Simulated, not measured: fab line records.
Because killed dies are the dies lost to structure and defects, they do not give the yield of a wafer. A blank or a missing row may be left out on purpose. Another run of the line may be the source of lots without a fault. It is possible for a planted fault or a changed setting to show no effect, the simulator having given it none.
The tool behind it: which one?    flow n5 finfet    Sampling: 24 lots, 72 wafers, 4 of 1938 route steps

WHAT THE GAUGES SHOWED, per wafer
N5_STI_FIN_REVEAL_CD_MEAS_22: target cd 6.238 nm, pitch 28 nm.
lot   measured     on         cd nm (nm)
L074  day 2 12:44  cd sem-01  5.7 5.8 5.6
L075  day 2 21:13  cd sem-03  6.4 6.6 6.2
L076  day 3 00:25  cd sem-02  6.2 5.8 6.5
L077  day 3 08:02  cd sem-03  7.1 6.1 6.3
L078  day 3 13:04  cd sem-03  6.2 6.5 5.9
L079  day 3 19:28  cd sem-02  6.4 6.0 6.1
L080  day 4 02:07  cd sem-02  6.3 6.2 6.9
L081  day 4 08:17  cd sem-02  5.8 6.7 6.0
L082  day 4 13:20  cd sem-02  6.7 6.1 5.9
L083  day 4 18:26  cd sem-03  6.2 5.9 5.7
L084  day 5 00:28  cd sem-01  6.1 6.4 6.0
L085  day 5 08:08  cd sem-01  5.8 5.9 6.4
L086  day 5 13:55  cd sem-03  5.8 5.8 5.7
L087  day 5 22:20  cd sem-03  5.9 6.5 6.1
L088  day 6 01:19  cd sem-03  5.9 6.1 5.6
L089  day 6 06:29  cd sem-01  6.2 6.4 6.0
L090  day 6 13:24  cd sem-03  6.7 6.2 6.6
L091  day 6 19:41  cd sem-02  5.9 5.9 6.2
L092  day 7 00:11  cd sem-01  5.8 6.4 6.1
L093  day 7 06:10  cd sem-03  6.1 5.9 5.5
L094  day 7 12:37  cd sem-01  6.0 5.8 6.1
L095  day 7 19:08  cd sem-03  5.5 6.0 6.0
L096  day 8 01:49  cd sem-01  6.0 6.2 6.1
L097  day 8 07:05  cd sem-02  6.0 5.7 5.9

WHAT TOOL EACH LOT RAN ON (gives the tool, then ch and the chambers of the sampled wafers, and finally the start)
lot   N5_FIN_CUT_PRECLEAN_35             N5_FIN_CUT_CUT_ETCH_28           N5_FIN_CUT_STRIP_22
L074  vapor etch-02 ch 0,1, day 2 03:23  rie si-05 ch 1,2,3, day 2 03:31  rie diel-02 ch 0,1,2, day 2 03:35
L075  vapor etch-01 ch 1, day 2 10:22    rie si-03 ch 0,1,3, day 2 10:30  rie diel-03 ch 1,2,3, day 2 10:34
L076  vapor etch-01 ch 0,1, day 2 15:10  rie si-03 ch 0,2,3, day 2 15:18  rie diel-02 ch 0,1,3, day 2 15:22
L077  vapor etch-02 ch 0,1, day 2 22:55  rie si-03 ch 2,3, day 2 23:02    rie diel-01 ch 0,1,2, day 2 23:09
L078  vapor etch-02 ch 1, day 3 04:04    rie si-05 ch 0,1, day 3 04:13    rie diel-01 ch 0,2,3, day 3 04:17
L079  vapor etch-01 ch 0,1, day 3 09:35  rie si-06 ch 0,1,3, day 3 09:44  rie diel-03 ch 1,2,3, day 3 09:47
L080  vapor etch-02 ch 1, day 3 17:04    rie si-03 ch 0,1,2, day 3 17:13  rie diel-03 ch 0,2,3, day 3 17:17
L081  vapor etch-02 ch 1, day 3 21:15    rie si-05 ch 0,2,3, day 3 21:26  rie diel-03 ch 0,1,3, day 3 21:31
L082  vapor etch-01 ch 0,1, day 4 04:20  rie si-03 ch 0,1, day 4 04:29    rie diel-01 ch 0,1,2, day 4 04:33
L083  vapor etch-01 ch 0,1, day 4 09:29  rie si-03 ch 0,1,2, day 4 09:38  rie diel-03 ch 0,1,3, day 4 09:41
L084  vapor etch-02 ch 0,1, day 4 15:01  rie si-03 ch 0,2,3, day 4 15:08  rie diel-03 ch 0,2,3, day 4 15:13
L085  vapor etch-02 ch 0,1, day 4 21:46  rie si-05 ch 2,3, day 4 21:54    rie diel-02 ch 0,2,3, day 4 21:58
L086  vapor etch-02 ch 0, day 5 03:29    rie si-06 ch 0,3, day 5 03:37    rie diel-01 ch 1,2,3, day 5 03:41
L087  vapor etch-02 ch 0,1, day 5 13:23  rie si-05 ch 0,1,3, day 5 13:30  rie diel-03 ch 0,1,2, day 5 13:34
L088  vapor etch-01 ch 0,1, day 5 16:10  rie si-05 ch 1,3, day 5 16:19    rie diel-03 ch 0,1,3, day 5 16:25
L089  vapor etch-01 ch 0,1, day 5 21:28  rie si-03 ch 0,1,2, day 5 21:37  rie diel-03 ch 0,1, day 5 21:44
L090  vapor etch-02 ch 0,1, day 6 04:12  rie si-05 ch 0,1,3, day 6 04:20  rie diel-03 ch 0,1,3, day 6 04:33
L091  vapor etch-02 ch 0,1, day 6 10:26  rie si-03 ch 0,3, day 6 10:34    rie diel-01 ch 0,2, day 6 10:38
L092  vapor etch-01 ch 0,1, day 6 15:03  rie si-05 ch 2,3, day 6 15:11    rie diel-01 ch 2,3, day 6 15:15
L093  vapor etch-01 ch 0,1, day 6 20:55  rie si-05 ch 0,1,3, day 6 21:02  rie diel-01 ch 2,3, day 6 21:21
L094  vapor etch-02 ch 0,1, day 7 03:23  rie si-06 ch 0,3, day 7 03:31    rie diel-02 ch 0,1,2, day 7 03:35
L095  vapor etch-01 ch 0,1, day 7 09:57  rie si-03 ch 1,3, day 7 10:05    rie diel-01 ch 1,2, day 7 10:09
L096  vapor etch-01 ch 0,1, day 7 16:40  rie si-06 ch 0,3, day 7 16:48    rie diel-02 ch 1,3, day 7 16:52
L097  vapor etch-02 ch 1, day 7 21:51    rie si-05 ch 1,2,3, day 7 21:59  rie diel-01 ch 1,2, day 7 22:03
- N5_FIN_CUT_PRECLEAN_35: cleans in vHF, time 13.3 s.
- N5_FIN_CUT_CUT_ETCH_28: etches Si in HBr/Cl2/O2, target depth 6 nm, time 2.4 s.
- N5_FIN_CUT_STRIP_22: strips in N2/H2.

AS READ BY THE TOOLS THEMSELVES (means over the sampled wafers that have a number; for cases with no such wafer, the mark the record gives instead)
N5_FIN_CUT_PRECLEAN_35.
lot   tool           drypump motor current A (A)
L074  vapor etch-02  6.33
L075  vapor etch-01  5.85
L076  vapor etch-01  5.90
L077  vapor etch-02  6.35
L078  vapor etch-02  6.28
L079  vapor etch-01  5.87
L080  vapor etch-02  6.28
L081  vapor etch-02  6.27
L082  vapor etch-01  5.91
L083  vapor etch-01  5.89
L084  vapor etch-02  6.40
L085  vapor etch-02  6.37
L086  vapor etch-02  6.46
L087  vapor etch-02  6.31
L088  vapor etch-01  5.88
L089  vapor etch-01  5.90
L090  vapor etch-02  6.39
L091  vapor etch-02  6.33
L092  vapor etch-01  5.89
L093  vapor etch-01  5.89
L094  vapor etch-02  6.40
L095  vapor etch-01  5.89
L096  vapor etch-01  5.90
L097  vapor etch-02  6.28

N5_FIN_CUT_CUT_ETCH_28.
lot   tool       drypump motor current A (A)  mfc cl2 sccm (sccm)  oes product au (a.u.)  throttle valve pct (%)
L074  rie si-05  6.1                          80.17                1.004                  37.5
L075  rie si-03  5.8                          80.11                0.997                  37.2
L076  rie si-03  5.5                          79.97                0.988                  37.3
L077  rie si-03  5.6                          79.95                0.995                  37.3
L078  rie si-05  6.4                          79.76                1.010                  37.2
L079  rie si-06  5.9                          79.91                1.011                  37.0
L080  rie si-03  5.9                          80.28                1.003                  37.1
L081  rie si-05  6.1                          80.09                1.008                  37.0
L082  rie si-03  5.9                          80.21                0.996                  37.2
L083  rie si-03  5.9                          80.10                1.000                  37.1
L084  rie si-03  5.5                          79.82                0.986                  37.3
L085  rie si-05  6.0                          80.08                0.996                  37.5
L086  rie si-06  5.6                          79.96                1.010                  36.9
L087  rie si-05  6.1                          80.17                1.010                  37.0
L088  rie si-05  6.1                          79.86                1.010                  37.4
L089  rie si-03  5.9                          79.99                1.001                  37.1
L090  rie si-05  6.1                          79.94                1.013                  37.0
L091  rie si-03  5.4                          80.03                0.983                  37.4
L092  rie si-05  5.9                          79.62                1.006                  37.2
L093  rie si-05  6.1                          80.13                1.013                  37.0
L094  rie si-06  5.6                          80.18                1.012                  36.9
L095  rie si-03  5.7                          80.15                0.987                  37.2
L096  rie si-06  5.8                          80.11                1.009                  36.9
L097  rie si-05  6.1                          80.04                1.000                  37.4

N5_FIN_CUT_STRIP_22.
lot   tool         drypump motor current A (A)  oes product au (a.u.)  rf vpp V (V)  showerhead plenum p Torr (Torr)  throttle valve pct (%)
L074  rie diel-02  5.7                          0.77                   55.3          3.37                             18.9
L075  rie diel-03  5.4                          0.73                   55.6          3.30                             19.4
L076  rie diel-02  5.5                          0.79                   54.3          3.37                             18.8
L077  rie diel-01  5.9                          0.78                   56.1          3.37                             18.8
L078  rie diel-01  6.2                          0.77                   52.9          3.36                             18.9
L079  rie diel-03  5.4                          0.73                   51.8          3.29                             19.5
L080  rie diel-03  5.5                          0.76                   53.7          3.35                             19.3
L081  rie diel-03  5.2                          0.74                   54.5          3.37                             19.2
L082  rie diel-01  5.9                          0.76                   55.6          3.36                             18.8
L083  rie diel-03  5.2                          0.73                   54.0          3.37                             19.3
L084  rie diel-03  5.5                          0.75                   54.8          3.35                             19.3
L085  rie diel-02  5.6                          0.77                   54.0          3.40                             18.7
L086  rie diel-01  5.8                          0.77                   56.6          3.31                             19.1
L087  rie diel-03  5.5                          0.71                   54.3          3.38                             19.6
L088  rie diel-03  5.2                          0.73                   52.5          3.36                             19.2
L089  rie diel-03  5.3                          0.73                   53.3          3.45                             19.4
L090  rie diel-03  5.3                          0.74                   56.6          3.36                             19.2
L091  rie diel-01  6.2                          0.76                   55.8          3.44                             18.6
L092  rie diel-01  6.1                          0.75                   54.8          3.30                             19.2
L093  rie diel-01  6.1                          0.74                   54.0          3.30                             19.2
L094  rie diel-02  5.7                          0.73                   53.4          3.34                             18.9
L095  rie diel-01  5.8                          0.75                   54.0          3.41                             18.9
L096  rie diel-02  5.5                          0.78                   53.9          3.27                             18.8
L097  rie diel-01  5.8                          0.75                   53.0          3.40                             18.9

THE ANSWER, worked out from the rows above alone
Rule: the usual values come from the lots themselves. Put in order of their means at a reading, lots are off if they are a third of the lots or fewer, leave a main group of 4 or more, and stand apart from it by a gap of 3 or more times the standard deviation of the main group's means; of several such gaps the widest counts. If all means in a main group match to the digits the tables above print for the reading, that group is not used. A lot without any number at a reading at which 4 lots or more have one is off too. The other lots that the step has rows for count as sound. After the gauges, taken in route order, come the tools' own readings; for these a lot's mean is taken, as printed above. At the first step where some lot is off, the reading lying furthest off is the one used; lots without a number count as furthest.
Nothing can be told from this: no lot is off at any reading shown.

WHAT THE SIMULATOR HAD PUT IN
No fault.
